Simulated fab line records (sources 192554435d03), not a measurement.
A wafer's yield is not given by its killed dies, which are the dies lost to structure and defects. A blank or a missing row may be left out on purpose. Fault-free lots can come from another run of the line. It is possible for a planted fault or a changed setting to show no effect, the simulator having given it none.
Which of the tools did it? || flow n5 finfet || 24 lots, 72 wafers sampled, at 2 steps of a route of 1938

## WHAT THE GAUGES SHOWED, per wafer
N5_BEOL_M3_CD_MEAS_35: target cd 18 nm, target cd y 21 nm. Usual: cd nm at 18.0 nm, with a standard deviation of 0.39.
{"lot": "L074", "measured": "day 8 06:35", "on": "cd sem-03", "cd nm (nm)": "18.5 18.3 17.7", "flag": ""}
{"lot": "L075", "measured": "day 8 10:10", "on": "cd sem-01", "cd nm (nm)": "17.2 18.3 18.6", "flag": ""}
{"lot": "L078", "measured": "day 8 13:34", "on": "cd sem-01", "cd nm (nm)": "17.8 18.0 18.7", "flag": ""}
{"lot": "L076", "measured": "day 8 13:37", "on": "cd sem-02", "cd nm (nm)": "18.0 18.4 18.4", "flag": ""}
{"lot": "L077", "measured": "day 8 16:15", "on": "cd sem-03", "cd nm (nm)": "18.3 18.8 18.1", "flag": ""}
{"lot": "L080", "measured": "day 8 16:17", "on": "cd sem-02", "cd nm (nm)": "17.3 16.9 17.5", "flag": ""}
{"lot": "L079", "measured": "day 8 16:28", "on": "cd sem-01", "cd nm (nm)": "17.6 17.6 17.5", "flag": ""}
{"lot": "L081", "measured": "day 8 20:02", "on": "cd sem-02", "cd nm (nm)": "17.7 17.7 18.0", "flag": ""}
{"lot": "L082", "measured": "day 9 15:41", "on": "cd sem-03", "cd nm (nm)": "17.1 17.6 17.8", "flag": ""}
{"lot": "L083", "measured": "day 9 15:33", "on": "cd sem-01", "cd nm (nm)": "17.4 18.2 18.6", "flag": ""}
{"lot": "L084", "measured": "day 10 03:06", "on": "cd sem-03", "cd nm (nm)": "18.0 17.1 17.5", "flag": ""}
{"lot": "L085", "measured": "day 10 15:26", "on": "cd sem-01", "cd nm (nm)": "18.5 17.8 18.2", "flag": ""}
{"lot": "L086", "measured": "day 10 19:17", "on": "cd sem-03", "cd nm (nm)": "18.6 18.2 18.6", "flag": ""}
{"lot": "L088", "measured": "day 11 01:56", "on": "cd sem-03", "cd nm (nm)": "17.8 18.0 18.2", "flag": ""}
{"lot": "L087", "measured": "day 11 12:45", "on": "cd sem-02", "cd nm (nm)": "17.7 17.7 17.9", "flag": ""}
{"lot": "L089", "measured": "day 11 12:52", "on": "cd sem-03", "cd nm (nm)": "17.9 18.2 17.8", "flag": ""}
{"lot": "L090", "measured": "day 11 19:31", "on": "cd sem-02", "cd nm (nm)": "17.9 18.1 18.0", "flag": ""}
{"lot": "L092", "measured": "day 11 12:44", "on": "cd sem-01", "cd nm (nm)": "17.8 17.7 18.1", "flag": ""}
{"lot": "L091", "measured": "day 11 20:01", "on": "cd sem-01", "cd nm (nm)": "18.3 17.7 18.1", "flag": ""}
{"lot": "L093", "measured": "day 12 03:15", "on": "cd sem-01", "cd nm (nm)": "17.9 17.6 17.8", "flag": ""}
{"lot": "L094", "measured": "day 12 04:08", "on": "cd sem-01", "cd nm (nm)": "18.2 17.8 17.4", "flag": ""}
{"lot": "L096", "measured": "day 12 22:36", "on": "cd sem-03", "cd nm (nm)": "18.1 18.3 18.3", "flag": ""}
{"lot": "L095", "measured": "day 13 09:12", "on": "cd sem-03", "cd nm (nm)": "18.6 17.7 18.1", "flag": ""}
{"lot": "L097", "measured": "day 13 17:54", "on": "cd sem-01", "cd nm (nm)": "18.3 17.6 18.5", "flag": ""}

## TOOL THAT RAN EACH LOT (tool first, then ch and the chambers of the sampled wafers, then the start)
{"lot": "L074", "N5_BEOL_M3_ETCH_69": "rie diel-04 ch 0,1, day 8 04:41"}
{"lot": "L075", "N5_BEOL_M3_ETCH_69": "rie diel-02 ch 0,1, day 8 09:12"}
{"lot": "L078", "N5_BEOL_M3_ETCH_69": "rie diel-05 ch 0,1,3, day 8 09:25"}
{"lot": "L076", "N5_BEOL_M3_ETCH_69": "rie diel-04 ch 0,2, day 8 09:41"}
{"lot": "L077", "N5_BEOL_M3_ETCH_69": "rie diel-04 ch 0,2,3, day 8 14:40"}
{"lot": "L080", "N5_BEOL_M3_ETCH_69": "rie diel-04 ch 1,2, day 8 14:57"}
{"lot": "L079", "N5_BEOL_M3_ETCH_69": "rie diel-02 ch 1,2, day 8 15:13"}
{"lot": "L081", "N5_BEOL_M3_ETCH_69": "rie diel-05 ch 0,1,3, day 8 15:52"}
{"lot": "L082", "N5_BEOL_M3_ETCH_69": "rie diel-05 ch 0,3, day 9 03:36"}
{"lot": "L083", "N5_BEOL_M3_ETCH_69": "rie diel-02 ch 0,1,3, day 9 09:07"}
{"lot": "L084", "N5_BEOL_M3_ETCH_69": "rie diel-05 ch 0,1,3, day 9 20:44"}
{"lot": "L085", "N5_BEOL_M3_ETCH_69": "rie diel-05 ch 0,1, day 10 07:34"}
{"lot": "L086", "N5_BEOL_M3_ETCH_69": "rie diel-04 ch 1,2, day 10 13:22"}
{"lot": "L088", "N5_BEOL_M3_ETCH_69": "rie diel-02 ch 0,1,2, day 11 00:50"}
{"lot": "L087", "N5_BEOL_M3_ETCH_69": "rie diel-05 ch 1,2, day 11 04:09"}
{"lot": "L089", "N5_BEOL_M3_ETCH_69": "rie diel-04 ch 1,3, day 11 04:47"}
{"lot": "L090", "N5_BEOL_M3_ETCH_69": "rie diel-05 ch 0,2, day 11 07:19"}
{"lot": "L092", "N5_BEOL_M3_ETCH_69": "rie diel-04 ch 0,2,3, day 11 08:23"}
{"lot": "L091", "N5_BEOL_M3_ETCH_69": "rie diel-02 ch 0,1, day 11 10:50"}
{"lot": "L093", "N5_BEOL_M3_ETCH_69": "rie diel-02 ch 0,1, day 11 20:52"}
{"lot": "L094", "N5_BEOL_M3_ETCH_69": "rie diel-04 ch 0,2,3, day 12 00:50"}
{"lot": "L096", "N5_BEOL_M3_ETCH_69": "rie diel-04 ch 1,2,3, day 12 10:43"}
{"lot": "L095", "N5_BEOL_M3_ETCH_69": "rie diel-04 ch 0,1,3, day 13 00:29"}
{"lot": "L097", "N5_BEOL_M3_ETCH_69": "rie diel-05 ch 0,1,3, day 13 11:05"}
- N5_BEOL_M3_ETCH_69: etches SiARC in CF4, target depth 15.6 nm, time 26 s.

## AS READ BY THE TOOLS THEMSELVES (means over the sampled wafers that have a number; for cases with no such wafer, the mark the record gives instead)
N5_BEOL_M3_ETCH_69. Usual: for bias w, 36.00 W with a standard deviation of 0.11; for drypump motor current A, 5.6 A with a standard deviation of 0.5; for etch rf on time s, 26.3 s with a standard deviation of 0.82; for oes product au, 0.67 a.u. with a standard deviation of 0.086; for rf vpp V, 184.3 V with a standard deviation of 1.2; for showerhead plenum p Torr, 2.16 Torr with a standard deviation of 0.067; for throttle valve pct, 15.6 % with a standard deviation of 0.33.
{"lot": "L074", "tool": "rie diel-04", "bias w (W)": 36.07, "drypump motor current A (A)": 5.9, "etch rf on time s (s)": 25.7, "oes product au (a.u.)": 0.66, "rf vpp V (V)": 183.6, "showerhead plenum p Torr (Torr)": 2.13, "throttle valve pct (%)": 15.7, "flag": ""}
{"lot": "L075", "tool": "rie diel-02", "bias w (W)": 36.02, "drypump motor current A (A)": 6.0, "etch rf on time s (s)": 27.3, "oes product au (a.u.)": 0.62, "rf vpp V (V)": 183.6, "showerhead plenum p Torr (Torr)": 2.17, "throttle valve pct (%)": 15.8, "flag": ""}
{"lot": "L078", "tool": "rie diel-05", "bias w (W)": 36.09, "drypump motor current A (A)": 5.8, "etch rf on time s (s)": 26.4, "oes product au (a.u.)": 0.60, "rf vpp V (V)": 183.3, "showerhead plenum p Torr (Torr)": 2.14, "throttle valve pct (%)": 15.8, "flag": ""}
{"lot": "L076", "tool": "rie diel-04", "bias w (W)": 35.93, "drypump motor current A (A)": 5.0, "etch rf on time s (s)": 25.5, "oes product au (a.u.)": 0.74, "rf vpp V (V)": 185.1, "showerhead plenum p Torr (Torr)": 2.20, "throttle valve pct (%)": 15.3, "flag": ""}
{"lot": "L077", "tool": "rie diel-04", "bias w (W)": 36.08, "drypump motor current A (A)": 5.1, "etch rf on time s (s)": 26.1, "oes product au (a.u.)": 0.76, "rf vpp V (V)": 184.8, "showerhead plenum p Torr (Torr)": 2.20, "throttle valve pct (%)": 15.2, "flag": ""}
{"lot": "L080", "tool": "rie diel-04", "bias w (W)": 35.98, "drypump motor current A (A)": 5.8, "etch rf on time s (s)": 25.3, "oes product au (a.u.)": 0.63, "rf vpp V (V)": 182.3, "showerhead plenum p Torr (Torr)": 2.09, "throttle valve pct (%)": 15.8, "flag": ""}
{"lot": "L079", "tool": "rie diel-02", "bias w (W)": 35.89, "drypump motor current A (A)": 5.8, "etch rf on time s (s)": 26.6, "oes product au (a.u.)": 0.61, "rf vpp V (V)": 185.1, "showerhead plenum p Torr (Torr)": 2.19, "throttle valve pct (%)": 15.9, "flag": ""}
{"lot": "L081", "tool": "rie diel-05", "bias w (W)": 36.03, "drypump motor current A (A)": 5.8, "etch rf on time s (s)": 26.3, "oes product au (a.u.)": 0.60, "rf vpp V (V)": 184.4, "showerhead plenum p Torr (Torr)": 2.14, "throttle valve pct (%)": 15.8, "flag": ""}
{"lot": "L082", "tool": "rie diel-05", "bias w (W)": 35.92, "drypump motor current A (A)": 6.1, "etch rf on time s (s)": 26.1, "oes product au (a.u.)": 0.61, "rf vpp V (V)": 184.4, "showerhead plenum p Torr (Torr)": 2.17, "throttle valve pct (%)": 15.9, "flag": ""}
{"lot": "L083", "tool": "rie diel-02", "bias w (W)": 36.07, "drypump motor current A (A)": 5.8, "etch rf on time s (s)": 27.2, "oes product au (a.u.)": 0.65, "rf vpp V (V)": 184.3, "showerhead plenum p Torr (Torr)": 2.20, "throttle valve pct (%)": 15.7, "flag": ""}
{"lot": "L084", "tool": "rie diel-05", "bias w (W)": 36.00, "drypump motor current A (A)": 5.7, "etch rf on time s (s)": 26.9, "oes product au (a.u.)": 0.58, "rf vpp V (V)": 183.9, "showerhead plenum p Torr (Torr)": 2.14, "throttle valve pct (%)": 15.9, "flag": ""}
{"lot": "L085", "tool": "rie diel-05", "bias w (W)": 35.97, "drypump motor current A (A)": 5.8, "etch rf on time s (s)": 27.1, "oes product au (a.u.)": 0.59, "rf vpp V (V)": 184.5, "showerhead plenum p Torr (Torr)": 2.14, "throttle valve pct (%)": 15.8, "flag": ""}
{"lot": "L086", "tool": "rie diel-04", "bias w (W)": 36.01, "drypump motor current A (A)": 5.3, "etch rf on time s (s)": 25.4, "oes product au (a.u.)": 0.65, "rf vpp V (V)": 184.0, "showerhead plenum p Torr (Torr)": 2.12, "throttle valve pct (%)": 15.7, "flag": ""}
{"lot": "L088", "tool": "rie diel-02", "bias w (W)": 35.99, "drypump motor current A (A)": 5.8, "etch rf on time s (s)": 26.3, "oes product au (a.u.)": 0.68, "rf vpp V (V)": 183.6, "showerhead plenum p Torr (Torr)": 2.15, "throttle valve pct (%)": 15.8, "flag": ""}
{"lot": "L087", "tool": "rie diel-05", "bias w (W)": 36.10, "drypump motor current A (A)": 5.6, "etch rf on time s (s)": 26.7, "oes product au (a.u.)": 0.64, "rf vpp V (V)": 183.1, "showerhead plenum p Torr (Torr)": 2.09, "throttle valve pct (%)": 15.5, "flag": ""}
{"lot": "L089", "tool": "rie diel-04", "bias w (W)": 36.08, "drypump motor current A (A)": 5.4, "etch rf on time s (s)": 26.1, "oes product au (a.u.)": 0.68, "rf vpp V (V)": 183.8, "showerhead plenum p Torr (Torr)": 2.13, "throttle valve pct (%)": 15.4, "flag": ""}
{"lot": "L090", "tool": "rie diel-05", "bias w (W)": 35.99, "drypump motor current A (A)": 6.3, "etch rf on time s (s)": 26.3, "oes product au (a.u.)": 0.65, "rf vpp V (V)": 183.9, "showerhead plenum p Torr (Torr)": 2.16, "throttle valve pct (%)": 15.7, "flag": ""}
{"lot": "L092", "tool": "rie diel-04", "bias w (W)": 36.09, "drypump motor current A (A)": 5.1, "etch rf on time s (s)": 26.1, "oes product au (a.u.)": 0.72, "rf vpp V (V)": 185.0, "showerhead plenum p Torr (Torr)": 2.19, "throttle valve pct (%)": 15.2, "flag": ""}
{"lot": "L091", "tool": "rie diel-02", "bias w (W)": 36.03, "drypump motor current A (A)": 5.9, "etch rf on time s (s)": 27.1, "oes product au (a.u.)": 0.60, "rf vpp V (V)": 184.7, "showerhead plenum p Torr (Torr)": 2.18, "throttle valve pct (%)": 15.9, "flag": ""}
{"lot": "L093", "tool": "rie diel-02", "bias w (W)": 35.99, "drypump motor current A (A)": 6.0, "etch rf on time s (s)": 26.8, "oes product au (a.u.)": 0.60, "rf vpp V (V)": 185.0, "showerhead plenum p Torr (Torr)": 2.16, "throttle valve pct (%)": 15.9, "flag": ""}
{"lot": "L094", "tool": "rie diel-04", "bias w (W)": 35.98, "drypump motor current A (A)": 5.1, "etch rf on time s (s)": 26.0, "oes product au (a.u.)": 0.72, "rf vpp V (V)": 184.9, "showerhead plenum p Torr (Torr)": 2.19, "throttle valve pct (%)": 15.3, "flag": ""}
{"lot": "L096", "tool": "rie diel-04", "bias w (W)": 35.95, "drypump motor current A (A)": 5.4, "etch rf on time s (s)": 25.9, "oes product au (a.u.)": 0.75, "rf vpp V (V)": 184.9, "showerhead plenum p Torr (Torr)": 2.21, "throttle valve pct (%)": 15.5, "flag": ""}
{"lot": "L095", "tool": "rie diel-04", "bias w (W)": 35.97, "drypump motor current A (A)": 5.5, "etch rf on time s (s)": 26.5, "oes product au (a.u.)": 0.76, "rf vpp V (V)": 185.3, "showerhead plenum p Torr (Torr)": 2.24, "throttle valve pct (%)": 15.3, "flag": ""}
{"lot": "L097", "tool": "rie diel-05", "bias w (W)": 35.95, "drypump motor current A (A)": 5.7, "etch rf on time s (s)": 26.9, "oes product au (a.u.)": 0.64, "rf vpp V (V)": 184.1, "showerhead plenum p Torr (Torr)": 2.13, "throttle valve pct (%)": 15.7, "flag": ""}

## THE ANSWER, worked out from the rows above alone
Rule: lot off if the mean of its wafers having a number is beyond 3 standard deviations from the usual mean. Also off: a lot with no number at a reading for which 4 or more lots have one. Any other lot the step has rows for is counted as sound. Order of review: gauges by route order, followed by the tools' own readings, for which a lot's mean as printed above is used. At the first step where some lot is off, the reading lying furthest off is the one used; lots without a number count as furthest.
None of the lots is off at any reading shown; this tells nothing.

## WHAT WAS PUT IN BY THE SIMULATOR
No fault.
